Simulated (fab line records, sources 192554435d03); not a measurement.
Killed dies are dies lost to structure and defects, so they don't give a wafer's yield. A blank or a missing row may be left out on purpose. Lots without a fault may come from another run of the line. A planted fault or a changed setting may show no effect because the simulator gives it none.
fab line records | flow n5_finfet
record lots=7 wafers=39
route steps=1938 shown DUMMY_GATE@228 SD_EPI_P@307 HKMG_FIN@403 MOL_CONTACT_COAG@570
start_h: hours from the record's first day to the start of the lot's first wafer shown | wait_h: hours since the lot's step before | " the same as in the row above | L1.1+2: a row that stands for several wafers | - no value, or no start given | * or withheld: withheld | < > ~ a bound
route shown NAME@n: a module of which the file shows steps, and the number in the route of the first | usual: mean/standard deviation of fault-free wafers | same: alike in all rows | chamber/n: place in a boat | sites: the reading at each site | _std_site: their standard deviation | _edge_site: outer sites' mean less inner sites' | radius_mm: how far each site lies from the wafer's centre | mask NAME#n: copy n | behind: the tool/chamber that last shaped the wafer | hold: why the lot was held/for how many hours/how that ended | device: the transistor (n, p or np) that didn't switch | end of line: the same wafers' tests at the end of the route | a step without rows: its recipe alone | killed: dies lost to structure and defects at the first sort, not the wafer's yield | map: a wafer's dies, x killed, . not, _ none there
set.NAME: the setting as run; set.NAME@STEP: as run at that earlier step | model.NAME: the simulator's own value behind a step, which no gauge read
lots whose settings were changed on purpose; a table a step, a row a wafer
## steps
# step N5_DUMMY_GATE_EXPOSE_12
# recipe mask_id=GATE na=0.33 source_shape=annular sigma_inner=0.2 sigma_outer=0.6 polarization=unpolarized target_cd_nm=25 dose_mj=34
# columns lot.wafer tool chamber start_h wait_h mask set.dose_mj
L075.1+2+6 euv_scanner-01 0 51.19 - GATE#0 36.3
L075.3+4+5 " 0 " " GATE#0 34
L076.1+2+3+4+5+6 euv_scanner-01 0 59.66 - GATE#0 34
L078.2+3+4 euv_scanner-01 0 71.88 - GATE#0 34
L082.1+5+6 euv_scanner-01 0 93.15 - GATE#0 34
L082.2+3+4 " 0 " " GATE#0 35.77
L090.1+2+6 euv_scanner-01 0 142.62 - GATE#0 35.77
L090.3+4+5 " 0 " " GATE#0 34
L094.1+2+3+4+5+6 euv_scanner-02 0 166.46 - GATE#0 34
L095.1+2+3+4+5+6 euv_scanner-02 0 171.35 - GATE#0 34
# step N5_DUMMY_GATE_PEB_13
# recipe peb_temp_c=100 peb_time_s=60 resist=CAR-EUV
# step N5_DUMMY_GATE_DEVELOP_14
# recipe develop_time_s=30 developer=TMAH resist=CAR-EUV rinse_liquid=surfactant_rinse dry=air_spin dev_temp_c=23
# step N5_DUMMY_GATE_STRIP_38
# recipe chemistry=N2/H2 temp_c=40 n2_flow_sccm=200 h2_flow_sccm=200 rf_frequency_hz=6e+07
# step N5_DUMMY_GATE_STRIP_39
# recipe chemistry=N2/H2 temp_c=40 n2_flow_sccm=200 h2_flow_sccm=200 rf_frequency_hz=6e+07
# step N5_DUMMY_GATE_TRIM_49
# recipe chemistry=O2 resist=SOC time_s=29 target_cd_nm=14 source_power_w=300 bias_power_w=0 O2_flow_sccm=100 temp_c=20
# columns lot.wafer tool chamber start_h wait_h set.dose_mj@DUMMY_GATE_EXPOSE_12 model.DUMMY_GATE.cd_nm
L075.1+2 rie_si-03 0,1 51.68 0.0 36.3 12.8
L075.3+4+5 " 3,2,2 " " 34 14
L075.6 " 3 " " 36.3 12.6
L076.1+2+3+6 rie_si-03 2,1,3,0 60.14 0.0 34 14.2
L076.4+5 " 0,3 " " 34 14
L078.2 rie_si-02 2 72.36 0.0 34 14.4
L078.3 " 0 " " 34 14.6
L078.4 " 3 " " 34 14.2
L082.1 rie_si-01 3 93.63 0.0 34 13.8
L082.2+3 " 2,0 " " 35.77 13
L082.4 " 1 " " 35.77 13.4
L082.5 " 1 " " 34 14.4
L082.6 " 2 " " 34 14.2
L090.1+2 rie_si-02 1,2 143.11 0.0 35.77 13
L090.3 " 0 " " 34 14.2
L090.4 " 3 " " 34 13.6
L090.5 " 2 " " 34 14
L090.6 " 1 " " 35.77 12.8
L094.1+2+4+5 rie_si-03 1,0,2,0 166.94 0.0 34 14
L094.3+6 " 3 " " 34 13.8
L095.1 rie_si-02 2 171.83 0.0 34 13.6
L095.2+6 " 0,2 " " 34 14.2
L095.3+4+5 " 1,3,3 " " 34 14
# step N5_DUMMY_GATE_STRIP_40
# recipe chemistry=CF4 resist=SiARC power_w=300 bias_power_w=75 pressure_mtorr=50 cf4_flow_sccm=150 rf_frequency_hz=6e+07
# step N5_DUMMY_GATE_ETCH_32
# recipe chemistry=CF4 target=SiO2 target_depth_a=35 time_s=3.9 ion_energy_ev=350 pressure_mtorr=10 icp_w=800 bias_w=400 cf4_flow_sccm=80
# step N5_DUMMY_GATE_ETCH_23
# recipe chemistry=HBr/Cl2/O2 HBr_flow_sccm=150 Cl2_flow_sccm=80 O2_flow_sccm=12 bias_w=102 target_depth_a=410 time_s=22.3 target=poly-Si mask_material=SiO2 pressure_mtorr=10 icp_w=800
# step N5_DUMMY_GATE_ETCH_44
# recipe chemistry=HBr/O2 over_etch_frac=0.7 target_depth_a=1275 stop_on=SiO2 ion_energy_ev=60 bias_w=20 target=poly-Si mask_material=SiO2 pressure_mtorr=20 icp_w=400 HBr_flow_sccm=120 O2_flow_sccm=10
# columns lot.wafer tool chamber start_h wait_h set.dose_mj@DUMMY_GATE_EXPOSE_12 model.DUMMY_GATE.cd_nm
L075.1+6 rie_si-02 1,2 52.21 0.0 36.3 13.6
L075.2 " 0 " " 36.3 13.8
L075.3+4+5 " 3,2,1 " " 34 15
L076.1+2+6 rie_si-03 3,2,3 60.68 0.0 34 15.2
L076.3+5 " 1,0 " " 34 15
L076.4 " 0 " " 34 14.8
L078.2 rie_si-03 0 72.89 0.0 34 15.4
L078.3 " 1 " " 34 15.6
L078.4 " 3 " " 34 15.2
L082.1 rie_si-02 2 94.16 0.0 34 15
L082.2+3 " 0,1 " " 35.77 14
L082.4 " 3 " " 35.77 14.4
L082.5 " 0 " " 34 15.4
L082.6 " 3 " " 34 15.2
L090.1 rie_si-03 2 143.65 0.0 35.77 14
L090.2 " 3 " " 35.77 13.8
L090.3 " 1 " " 34 15.2
L090.4 " 0 " " 34 14.6
L090.5 " 0 " " 34 14.8
L090.6 " 3 " " 35.77 13.6
L094.1+2+5 rie_si-02 1,2,2 167.48 0.0 34 14.8
L094.3+6 " 3 " " 34 14.6
L094.4 " 0 " " 34 15
L095.1 rie_si-01 2 172.37 0.0 34 14.6
L095.2 " 1 " " 34 15.2
L095.3+4+5+6 " 0,1,2,0 " " 34 15
# step N5_DUMMY_GATE_CD_MEAS_24
# recipe target_cd_nm=15
# usual cd_nm=15.0/0.31
# columns lot.wafer tool chamber start_h wait_h set.dose_mj@DUMMY_GATE_EXPOSE_12 cd_nm
L075.1 cd_sem-03 - 52.32 0.1 36.3 13.7
L075.2 " - " " 36.3 14.0
L075.3 " - " " 34 15.0
L075.4 " - " " 34 14.9
L075.5 " - " " 34 14.9
L075.6 " - " " 36.3 13.5
L076.1 cd_sem-03 - 60.79 0.1 34 14.9
L076.2 " - " " 34 15.4
L076.3 " - " " 34 15.1
L076.4 " - " " 34 14.7
L076.5 " - " " 34 14.8
L076.6 " - " " 34 15.0
L078.2 cd_sem-03 - 73.00 0.1 34 15.5
L078.3 " - " " 34 15.6
L078.4 " - " " 34 15.2
L082.1 cd_sem-01 - 94.27 0.1 34 14.9
L082.2 " - " " 35.77 14.1
L082.3 " - " " 35.77 13.6
L082.4 " - " " 35.77 14.2
L082.5 " - " " 34 15.2
L082.6 " - " " 34 15.1
L090.1 cd_sem-01 - 143.76 0.1 35.77 14.1
L090.2 " - " " 35.77 13.8
L090.3 " - " " 34 15.0
L090.4 " - " " 34 15.1
L090.5 " - " " 34 14.7
L090.6 " - " " 35.77 13.3
L094.1 cd_sem-03 - 167.59 0.1 34 15.1
L094.2 " - " " 34 14.9
L094.3 " - " " 34 14.4
L094.4 " - " " 34 14.9
L094.5 " - " " 34 14.6
L094.6 " - " " 34 14.8
L095.1 cd_sem-03 - 172.48 0.1 34 14.6
L095.2 " - " " 34 15.2
L095.3 " - " " 34 15.0
L095.4 " - " " 34 15.0
L095.5 " - " " 34 15.2
L095.6 " - " " 34 15.0
# step N5_SD_EPI_P_ETCH_36
# recipe chemistry=CF4 target=SiARC target_depth_a=455 mask_material=CAR-ArF-block time_s=75.8 ion_energy_ev=80 pressure_mtorr=40 source_w=545 bias_w=36 Ar_flow_sccm=100 cf4_flow_sccm=100 ends=cleared
# usual rf_vpp_V=184.0/1.1
# columns lot.wafer tool chamber start_h wait_h set.bias_w rf_vpp_V
L075.1 rie_diel-04 2 58.47 0.0 36 183.6
L075.2 " 0 " " 42.2 203.4
L075.3 " 1 " " 42.2 205.0
L075.4 " 3 " " 36 185.5
L075.5 " 1 " " 36 184.3
L075.6 " 0 " " 42.2 200.9
L076.1 rie_diel-01 3 67.31 0.0 36 184.0
L076.2 " 2 " " 36 183.9
L076.3 " 1 " " 36 183.4
L076.4 " 1 " " 36 184.5
L076.5 " 3 " " 36 184.8
L076.6 " 2 " " 36 183.3
L078.2 rie_diel-06 3 79.57 0.0 36 182.2
L078.3 " 2 " " 36 186.9
L078.4 " 2 " " 36 184.2
L082.1 rie_diel-06 3 101.63 0.0 36 182.2
L082.2 " 0 " " 36 185.0
L082.3 " 1 " " 36 184.0
L082.4 " 2 " " 36 185.5
L082.5 " 3 " " 36 182.3
L082.6 " 2 " " 36 183.8
L090.1 rie_diel-01 2 151.07 0.0 36 185.2
L090.2 " 1 " " 36 183.0
L090.3 " 3 " " 36 184.5
L090.4 " 0 " " 36 183.7
L090.5 " 3 " " 36 184.4
L090.6 " 0 " " 36 184.9
L094.1 rie_diel-06 0 173.54 0.0 41.96 204.5
L094.2 " 1 " " 36 184.3
L094.3 " 3 " " 36 184.3
L094.4 " 2 " " 41.96 203.5
L094.5 " 1 " " 36 184.2
L094.6 " 0 " " 41.96 203.3
L095.1 rie_diel-01 2 179.92 0.0 36 183.0
L095.2 " 3 " " 36 182.9
L095.3 " 1 " " 36 184.4
L095.4 " 0 " " 36 184.6
L095.5 " 2 " " 36 181.9
L095.6 " 1 " " 36 184.6
# step N5_HKMG_FIN_ETCH_55
# recipe chemistry=N2/H2 target=SOC target_depth_a=2400 temp_c=40 time_s=300 ion_energy_ev=200 mask_material=SiARC pressure_mtorr=30 source_w=840 bias_w=150 n2_flow_sccm=200 h2_flow_sccm=200
# columns lot.wafer tool chamber start_h wait_h set.time_s model.HKMG_FIN.feature_depth_nm model.etch.depth_nm model.SiARC_of_HKMG_FIN_COAT_42.thk_nm
L075.1 rie_diel-05 2 76.46 0.0 300 241.4 241.3 21.2
L075.2 " 3 " " 265.6 216 216.1 22.4
L075.3 " 1 " " 265.6 215.6 215.6 22.8
L075.4 " 0 " " 300 246 246.1 21
L075.5 " 3 " " 265.6 217.2 217.2 22.6
L075.6 " 2 " " 300 240 240 21.2
L076.1 rie_diel-02 0 84.28 0.0 300 236.2 236.2 21.2
L076.2 " 3 " " 300 246.6 246.6 20.8
L076.3 " 2 " " 250.8 199.4 199.5 23.6
L076.4 " 1 " " 250.8 198.4 198.4 23.8
L076.5 " 3 " " 250.8 205.2 205.2 23.2
L076.6 " 2 " " 300 239.6 239.7 21.2
L078.2 rie_diel-05 3 97.54 0.0 300 243.4 243.4 21
L078.3 " 1 " " 300 239.4 239.4 21.4
L078.4 " 2 " " 300 238.8 238.9 21.4
L082.1 rie_diel-05 1 119.32 0.0 300 238.6 238.6 21.4
L082.2 " 0 " " 300 238.6 238.7 21.2
L082.3 " 2 " " 300 236 236 21.4
L082.4 " 3 " " 300 240.2 240.2 21.2
L082.5 " 2 " " 300 233.4 233.4 21.6
L082.6 " 3 " " 300 238.6 238.6 21.2
L090.1 rie_diel-05 2 168.81 0.0 300 234.4 234.4 21.6
L090.2 " 3 " " 300 239.2 239.1 21.2
L090.3 " 0 " " 262.2 210.8 210.8 22.8
L090.4 " 1 " " 262.2 206.6 206.6 23.2
L090.5 " 0 " " 300 241.4 241.4 21
L090.6 " 3 " " 262.2 209.2 209.2 23
L094.1 rie_diel-05 1 192.70 0.0 300 239.2 239.3 21.2
L094.2 " 2 " " 238.7 188.2 188.3 24
L094.3 " 0 " " 300 240.2 240.3 21
L094.4 " 1 " " 238.7 190 190 24
L094.5 " 0 " " 300 240.2 240.2 20.8
L094.6 " 2 " " 238.7 188.8 188.7 24
L095.1 rie_diel-02 3 199.97 0.0 253.8 205 205.1 23
L095.2 " 1 " " 253.8 198.8 198.8 23.6
L095.3 " 0 " " 300 236.4 236.4 21.2
L095.4 " 1 " " 253.8 200.8 200.8 23.4
L095.5 " 0 " " 300 238.2 238.3 20.8
L095.6 " 3 " " 300 243 243 20.8
# step N5_HKMG_FIN_ETCH_32
# recipe chemistry=N2/H2 target=SOC target_depth_a=2400 temp_c=40 time_s=300 ion_energy_ev=200 mask_material=SiARC pressure_mtorr=30 source_w=840 bias_w=150 n2_flow_sccm=200 h2_flow_sccm=200
# usual rf_vpp_V=525.3/2.4
# columns lot.wafer tool chamber start_h wait_h set.source_w rf_vpp_V model.etch.depth_nm model.HKMG_FIN.feature_depth_nm model.SiARC_of_HKMG_FIN_COAT_30.thk_nm
L075.1 rie_diel-03 3 79.84 0.0 840 524.0 245.2 245.2 20.8
L075.2 " 0 " " 840 528.7 238 238 21
L075.3 " 2 " " 903.6 507.9 247.5 247.6 20.8
L075.4 " 1 " " 903.6 514.3 251.9 252 20.6
L075.5 " 1 " " 840 528.2 238.4 238.4 20.8
L075.6 " 0 " " 903.6 512.4 252 252 20.6
L076.1 rie_diel-05 1 87.58 0.0 840 522.1 240.4 240.4 21.2
L076.2 " 3 " " 840 526.7 241.9 242 21
L076.3 " 2 " " 840 527.0 238.8 238.8 21.2
L076.4 " 0 " " 840 528.4 243.5 243.4 20.8
L076.5 " 1 " " 840 523.2 241.4 241.4 21.2
L076.6 " 0 " " 840 528.1 242.8 242.8 21
L078.2 rie_diel-02 0 100.91 0.0 840 526.2 236.7 236.8 21
L078.3 " 3 " " 840 528.0 244 244 20.8
L078.4 " 2 " " 840 519.0 236.5 236.6 21.4
L082.1 rie_diel-03 2 123.02 0.0 972.7 501.8 270.3 270.2 20.2
L082.2 " 3 " " 972.7 499.4 271.6 271.6 20.2
L082.3 " 1 " " 840 526.9 236.1 236.2 21.4
L082.4 " 0 " " 840 527.0 236.2 236.2 21.4
L082.5 " 2 " " 972.7 503.9 269.7 269.8 20.2
L082.6 " 3 " " 840 523.5 241.8 241.8 21.4
L090.1 rie_diel-03 0 172.30 0.0 725.3 551.9 214.3 214.2 22.2
L090.2 " 3 " " 840 524.1 243.6 243.6 21.2
L090.3 " 2 " " 725.3 554.7 213.6 213.6 22.4
L090.4 " 1 " " 840 525.6 237.3 237.2 21.2
L090.5 " 2 " " 840 529.1 241.7 241.8 21.2
L090.6 " 3 " " 725.3 549.1 215.4 215.4 22.4
L094.1 rie_diel-03 0 196.07 0.0 885.8 516.2 250.7 250.6 20.8
L094.2 " 1 " " 885.8 514.8 248 248 21
L094.3 " 3 " " 885.8 513.9 253 253 20.8
L094.4 " 2 " " 840 528.0 240.5 240.4 21.4
L094.5 " 0 " " 840 525.0 241 241 21
L094.6 " 1 " " 840 526.6 237.2 237.2 21.4
L095.1 rie_diel-02 3 203.34 0.0 896.2 517.3 256.1 256 20.2
L095.2 " 0 " " 840 526.4 235.6 235.6 21.2
L095.3 " 1 " " 840 522.2 233.8 233.8 21.6
L095.4 " 3 " " 840 528.5 241.2 241.2 21
L095.5 " 1 " " 896.2 512.0 248 248 21
L095.6 " 0 " " 896.2 516.8 248.2 248.2 20.6
# step N5_MOL_CONTACT_COAG_EXPOSE_81
# recipe mask_id=VG na=0.33 source_shape=annular sigma_inner=0.3 sigma_outer=0.7 polarization=unpolarized defocus_nm=0 dose_mj=59.5
# columns lot.wafer tool chamber start_h wait_h mask set.dose_mj
L075.1+2+4 euv_scanner-01 0 103.70 - VG#0 55.64
L075.3+5+6 " 0 " " VG#0 59.5
L076.1+4+6 euv_scanner-02 0 108.93 - VG#0 59.5
L076.2+3+5 " 0 " " VG#0 57.27
L078.2+3+4 euv_scanner-02 0 123.94 - VG#0 59.5
L082.1+3+5 euv_scanner-01 0 145.88 - VG#0 59.5
L082.2+4+6 " 0 " " VG#0 61.48
L090.1+5+6 euv_scanner-01 0 196.02 - VG#0 57.47
L090.2+3+4 " 0 " " VG#0 59.5
L094.1+4+5 euv_scanner-01 0 216.87 - VG#0 57.24
L094.2+3+6 " 0 " " VG#0 59.5
L095.1+3+6 euv_scanner-01 0 225.15 - VG#0 59.5
L095.2+4+5 " 0 " " VG#0 62.98
# step N5_MOL_CONTACT_COAG_PEB_82
# recipe peb_temp_c=100 peb_time_s=60 resist=CAR-EUV
# step N5_MOL_CONTACT_COAG_DEVELOP_83
# recipe develop_time_s=30 developer=TMAH resist=CAR-EUV rinse_liquid=surfactant_rinse dry=air_spin dev_temp_c=23
# step N5_MOL_CONTACT_COAG_CD_MEAS_84
# recipe target_cd_nm=25.1 landing_energy_ev=500 detector=se_inlens polarity=opening
# usual cd_nm=25.13/0.19
# columns lot.wafer tool chamber start_h wait_h set.dose_mj@MOL_CONTACT_COAG_EXPOSE_81 cd_nm
L075.1 cd_sem-02 0 103.85 - 55.64 23.63
L075.2 " 0 " " 55.64 23.67
L075.3 " 0 " " 59.5 25.17
L075.4 " 0 " " 55.64 23.59
L075.5 " 0 " " 59.5 25.24
L075.6 " 0 " " 59.5 25.24
L076.1 cd_sem-03 0 109.07 - 59.5 25.15
L076.2 " 0 " " 57.27 24.22
L076.3 " 0 " " 57.27 24.20
L076.4 " 0 " " 59.5 25.34
L076.5 " 0 " " 57.27 24.21
L076.6 " 0 " " 59.5 24.94
L078.2 cd_sem-02 0 124.07 - 59.5 25.11
L078.3 " 0 " " 59.5 25.07
L078.4 " 0 " " 59.5 25.24
L082.1 cd_sem-03 0 146.03 - 59.5 24.95
L082.2 " 0 " " 61.48 26.01
L082.3 " 0 " " 59.5 25.43
L082.4 " 0 " " 61.48 25.67
L082.5 " 0 " " 59.5 25.25
L082.6 " 0 " " 61.48 25.65
L090.1 cd_sem-01 0 196.16 - 57.47 24.21
L090.2 " 0 " " 59.5 25.19
L090.3 " 0 " " 59.5 25.19
L090.4 " 0 " " 59.5 24.98
L090.5 " 0 " " 57.47 24.28
L090.6 " 0 " " 57.47 24.49
L094.1 cd_sem-02 0 217.02 - 57.24 24.24
L094.2 " 0 " " 59.5 25.19
L094.3 " 0 " " 59.5 25.26
L094.4 " 0 " " 57.24 24.36
L094.5 " 0 " " 57.24 24.21
L094.6 " 0 " " 59.5 25.15
L095.1 cd_sem-03 0 225.30 - 59.5 24.92
L095.2 " 0 " " 62.98 25.86
L095.3 " 0 " " 59.5 24.69
L095.4 " 0 " " 62.98 26.07
L095.5 " 0 " " 62.98 26.14
L095.6 " 0 " " 59.5 24.79
# step N5_MOL_CONTACT_COAG_ETCH_91
# recipe chemistry=N2/H2 target=SOC target_depth_a=600 overetch_a=210 mask_material=SiARC temp_c=40 time_s=101.2 ion_energy_ev=200 pressure_mtorr=30 source_w=840 bias_w=150 n2_flow_sccm=200 h2_flow_sccm=200
# columns lot.wafer tool chamber start_h wait_h set.time_s model.SiARC_of_MOL_CONTACT_COAG_COAT_76.thk_nm
L075.1+2+3+5 rie_diel-05 3,1,0,3 104.32 0.0 101.2 5.8
L075.4+6 " 2 " " 101.2 6
L076.1 rie_diel-03 3 109.54 0.0 89.54 6.2
L076.2+3+6 " 1,2,2 " " 101.2 5.8
L076.4+5 " 0,3 " " 89.54 6.4
L078.2+3+4 rie_diel-05 0,2,1 125.09 0.0 101.2 5.8
L082.1+2+3 rie_diel-02 1,2,0 146.93 0.0 101.2 5.8
L082.4+5+6 " 3,0,3 " " 124 4.8
L090.1 rie_diel-03 0 196.63 0.0 109.5 5.4
L090.2 " 2 " " 101.2 6
L090.3+5 " 3,2 " " 101.2 5.8
L090.4+6 " 1,3 " " 109.5 5.6
L094.1+2 rie_diel-03 3,0 217.49 0.0 101.2 5.8
L094.3+4 " 1,2 " " 120.7 5
L094.5 " 1 " " 120.7 5.2
L094.6 " 2 " " 101.2 6
L095.1+3+4 rie_diel-03 0,2,3 225.94 0.0 120.3 5
L095.2+5+6 " 1,0,3 " " 101.2 5.8
# step N5_MOL_CONTACT_COAG_STRIP_92
# recipe chemistry=N2/H2 temp_c=40 n2_flow_sccm=200 h2_flow_sccm=200 rf_frequency_hz=6e+07
# step N5_MOL_CONTACT_COAG_STRIP_93
# recipe chemistry=N2/H2 temp_c=40 n2_flow_sccm=200 h2_flow_sccm=200 rf_frequency_hz=6e+07
# step N5_MOL_CONTACT_COAG_PRECLEAN_144
# recipe chemistry=alkaline_clean temp_c=60 time_s=60 do_ppb=50
# step N5_MOL_CONTACT_COAG_SRD_145
# recipe dry=ipa_marangoni time_s=30 temp_c=23 rinse_liquid=diw
# step N5_MOL_CONTACT_COAG_CD_MEAS_137
# recipe target_cd_nm=16
# usual cd_nm=15.9/0.31
# columns lot.wafer tool chamber start_h wait_h set.dose_mj@MOL_CONTACT_COAG_EXPOSE_81 cd_nm
L075.1 cd_sem-03 - 104.77 0.0 55.64 14.4
L075.2 " - " " 55.64 14.4
L075.3 " - " " 59.5 15.7
L075.4 " - " " 55.64 14.4
L075.5 " - " " 59.5 16.1
L075.6 " - " " 59.5 16.1
L076.1 cd_sem-02 - 110.00 0.0 59.5 16.1
L076.2 " - " " 57.27 14.9
L076.3 " - " " 57.27 15.0
L076.4 " - " " 59.5 15.5
L076.5 " - " " 57.27 15.0
L076.6 " - " " 59.5 16.3
L078.2 cd_sem-03 - 125.55 0.0 59.5 16.0
L078.3 " - " " 59.5 16.0
L078.4 " - " " 59.5 15.9
L082.1 cd_sem-01 - 147.56 0.0 59.5 15.4
L082.2 " - " " 61.48 16.7
L082.3 " - " " 59.5 16.3
L082.4 " - " " 61.48 17.2
L082.5 " - " " 59.5 16.3
L082.6 " - " " 61.48 16.7
L090.1 cd_sem-03 - 197.09 0.0 57.47 16.0
L090.2 " - " " 59.5 16.1
L090.3 " - " " 59.5 16.1
L090.4 " - " " 59.5 16.2
L090.5 " - " " 57.47 15.3
L090.6 " - " " 57.47 15.5
L094.1 cd_sem-01 - 217.95 0.0 57.24 15.6
L094.2 " - " " 59.5 16.3
L094.3 " - " " 59.5 16.1
L094.4 " - " " 57.24 15.7
L094.5 " - " " 57.24 15.9
L094.6 " - " " 59.5 16.2
L095.1 cd_sem-01 - 226.40 0.0 59.5 16.6
L095.2 " - " " 62.98 17.1
L095.3 " - " " 59.5 16.4
L095.4 " - " " 62.98 17.6
L095.5 " - " " 62.98 17.6
L095.6 " - " " 59.5 16.3
## key
split step=N5_DUMMY_GATE_EXPOSE_12 setting=dose_mj stated=34 by=wafer
response step=N5_DUMMY_GATE_TRIM_49 reading=model.DUMMY_GATE.cd_nm change=-0.19 per=1% r=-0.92
response step=N5_DUMMY_GATE_ETCH_44 reading=model.DUMMY_GATE.cd_nm change=-0.201 per=1% r=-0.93
response step=N5_DUMMY_GATE_CD_MEAS_24 reading=cd_nm change=-0.199 per=1% r=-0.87
split step=N5_SD_EPI_P_ETCH_36 setting=bias_w stated=36 by=wafer
response step=N5_SD_EPI_P_ETCH_36 reading=rf_vpp_V change=+1.13 per=1% r=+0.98
split step=N5_HKMG_FIN_ETCH_55 setting=time_s stated=300 by=wafer
response step=N5_HKMG_FIN_ETCH_55 reading=model.HKMG_FIN.feature_depth_nm change=+2.43 per=1% r=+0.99
response step=N5_HKMG_FIN_ETCH_55 reading=model.etch.depth_nm change=+2.43 per=1% r=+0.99
response step=N5_HKMG_FIN_ETCH_55 reading=model.SiARC_of_HKMG_FIN_COAT_42.thk_nm change=-0.146 per=1% r=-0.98
split step=N5_HKMG_FIN_ETCH_32 setting=source_w stated=840 by=wafer
response step=N5_HKMG_FIN_ETCH_32 reading=rf_vpp_V change=-1.72 per=1% r=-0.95
response step=N5_HKMG_FIN_ETCH_32 reading=model.etch.depth_nm change=+1.94 per=1% r=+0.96
response step=N5_HKMG_FIN_ETCH_32 reading=model.HKMG_FIN.feature_depth_nm change=+1.94 per=1% r=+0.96
response step=N5_HKMG_FIN_ETCH_32 reading=model.SiARC_of_HKMG_FIN_COAT_30.thk_nm change=-0.075 per=1% r=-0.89
split step=N5_MOL_CONTACT_COAG_EXPOSE_81 setting=dose_mj stated=59.5 by=wafer
response step=N5_MOL_CONTACT_COAG_CD_MEAS_84 reading=cd_nm change=+0.228 per=1% r=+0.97
response step=N5_MOL_CONTACT_COAG_CD_MEAS_137 reading=cd_nm change=+0.205 per=1% r=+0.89
split step=N5_MOL_CONTACT_COAG_ETCH_91 setting=time_s stated=101.2 by=wafer
response step=N5_MOL_CONTACT_COAG_ETCH_91 reading=model.SiARC_of_MOL_CONTACT_COAG_COAT_76.thk_nm change=-0.0431 per=1% r=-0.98
